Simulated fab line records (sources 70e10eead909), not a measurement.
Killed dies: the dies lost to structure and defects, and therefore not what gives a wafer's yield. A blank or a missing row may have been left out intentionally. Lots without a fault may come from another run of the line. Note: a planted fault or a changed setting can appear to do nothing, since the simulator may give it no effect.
Matching of chambers || flow nand_harc || 4 sister chambers for NHARC_A_STAIRCASE_ALD_415 on ald_hk-02
The step deposits SiO2, target thk 30 nm, pulse time 6 s, ald cycles 300. 8 wafers are shown with their chamber, then 12 later ones without.

EACH WAFER AND ITS CHAMBER
{"wafer": "L088.2", "chamber": 0, "heater_power_w (W)": 556, "precursor_pulse_height_rel": 0.983}
{"wafer": "L088.4", "chamber": 3, "heater_power_w (W)": 478, "precursor_pulse_height_rel": 0.992}
{"wafer": "L089.4", "chamber": 3, "heater_power_w (W)": 477, "precursor_pulse_height_rel": 0.984}
{"wafer": "L089.5", "chamber": 1, "heater_power_w (W)": 481, "precursor_pulse_height_rel": 1.031}
{"wafer": "L089.6", "chamber": 2, "heater_power_w (W)": 372, "precursor_pulse_height_rel": 0.966}
{"wafer": "L090.1", "chamber": 0, "heater_power_w (W)": 533, "precursor_pulse_height_rel": 1.014}
{"wafer": "L090.4", "chamber": 1, "heater_power_w (W)": 501, "precursor_pulse_height_rel": 0.987}
{"wafer": "L090.5", "chamber": 2, "heater_power_w (W)": 384, "precursor_pulse_height_rel": 1.006}

WAFERS MISSING THEIR CHAMBER
{"wafer": "L092.1", "heater_power_w (W)": 371, "precursor_pulse_height_rel": 0.999}
{"wafer": "L092.2", "heater_power_w (W)": 559, "precursor_pulse_height_rel": 0.968}
{"wafer": "L092.6", "heater_power_w (W)": 488, "precursor_pulse_height_rel": 0.983}
{"wafer": "L092.3", "heater_power_w (W)": 489, "precursor_pulse_height_rel": 0.978}
{"wafer": "L092.4", "heater_power_w (W)": 473, "precursor_pulse_height_rel": 1.021}
{"wafer": "L092.5", "heater_power_w (W)": 549, "precursor_pulse_height_rel": 1.010}
{"wafer": "L095.2", "heater_power_w (W)": 475, "precursor_pulse_height_rel": 1.015}
{"wafer": "L095.3", "heater_power_w (W)": 486, "precursor_pulse_height_rel": 1.013}
{"wafer": "L095.6", "heater_power_w (W)": 472, "precursor_pulse_height_rel": 1.012}
{"wafer": "L095.1", "heater_power_w (W)": 367, "precursor_pulse_height_rel": 0.997}
{"wafer": "L095.4", "heater_power_w (W)": 542, "precursor_pulse_height_rel": 0.991}
{"wafer": "L095.5", "heater_power_w (W)": 535, "precursor_pulse_height_rel": 1.007}

CHAMBER TAKEN BY EACH
{"wafer": "L092.1", "from the rows above": 2, "in truth": 2}
{"wafer": "L092.2", "from the rows above": 0, "in truth": 0}
{"wafer": "L092.6", "from the rows above": "can't be placed: 3 or 1", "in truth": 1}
{"wafer": "L092.3", "from the rows above": "can't be placed: 3 or 1", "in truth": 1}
{"wafer": "L092.4", "from the rows above": "can't be placed: 3 or 1", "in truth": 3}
{"wafer": "L092.5", "from the rows above": 0, "in truth": 0}
{"wafer": "L095.2", "from the rows above": "can't be placed: 3 or 1", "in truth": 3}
{"wafer": "L095.3", "from the rows above": "can't be placed: 1 or 3", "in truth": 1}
{"wafer": "L095.6", "from the rows above": "can't be placed: 3 or 1", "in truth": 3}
{"wafer": "L095.1", "from the rows above": 2, "in truth": 2}
{"wafer": "L095.4", "from the rows above": 0, "in truth": 0}
{"wafer": "L095.5", "from the rows above": 0, "in truth": 0}
Correctly placed: 6 of 12. These rows do not allow placing 6 (true chamber among the candidates in 6). Number placed wrongly: 0.
How it was worked out, from the rows above alone: a wafer's distance from a chamber is the root of the sum, over the readings, of the square of ((its reading less the chamber's mean) divided by the reading's scatter). The wafer belongs to the nearest chamber; if the next one is less than 2 further off, it can't be placed. The mean given for a chamber averages the wafers shown for that chamber. The scatter: the root of (the sum of the squares of (reading less its chamber's mean) over the shown wafers, divided by (wafers less chambers)).
